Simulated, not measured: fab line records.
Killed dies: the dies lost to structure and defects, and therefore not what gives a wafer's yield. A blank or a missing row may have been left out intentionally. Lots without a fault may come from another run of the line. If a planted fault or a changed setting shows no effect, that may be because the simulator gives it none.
Chamber matching + flow nand_harc + NHARC_A_DECK1_JOINT_ETCHBACK_07 on rie_si-01: 4 sister chambers
The step etches the open film in HBr, target depth 105 nm, time 26.9 s. 4 wafers are shown with their chamber, then 7 later ones without.

== EACH WAFER AND ITS CHAMBER ==
| wafer  | chamber | drypump_motor_current_A (A) |
|--------|---------|-----------------------------|
| L079.6 | 0       | 6.3                         |
| L088.6 | 3       | 6.2                         |
| L090.1 | 2       | 5.0                         |
| L090.3 | 1       | 5.5                         |

== WAFERS WHOSE CHAMBER IS MISSING ==
| wafer  | drypump_motor_current_A (A) |
|--------|-----------------------------|
| L090.5 | 6.2                         |
| L092.1 | 5.5                         |
| L092.2 | 6.4                         |
| L092.3 | 5.0                         |
| L097.2 | 6.2                         |
| L097.3 | 5.0                         |
| L097.6 | 5.0                         |

== THE CHAMBER EACH PASSED THROUGH ==
| wafer  | from the rows above | in truth |
|--------|---------------------|----------|
| L090.5 | 3                   | 3        |
| L092.1 | 1                   | 1        |
| L092.2 | 0                   | 0        |
| L092.3 | 2                   | 2        |
| L097.2 | 3                   | 3        |
| L097.3 | 2                   | 2        |
| L097.6 | 2                   | 2        |
7 of 7 placed correctly. Left unplaced by these rows: 0. 0 placed wrongly.
How it was worked out, from the rows above alone: a wafer's distance from a chamber is the root of the sum, over the readings, of the square of ((its reading less the chamber's mean) divided by the reading's scatter). If the next closest chamber is less than 2 further off than the closest, the wafer can't be placed; otherwise it belongs to the closest. For every chamber, the mean is computed from those of its wafers that are shown. The scatter: with one shown wafer a chamber, the root of the mean of the squares of how far each hidden wafer lies from its nearest shown one.
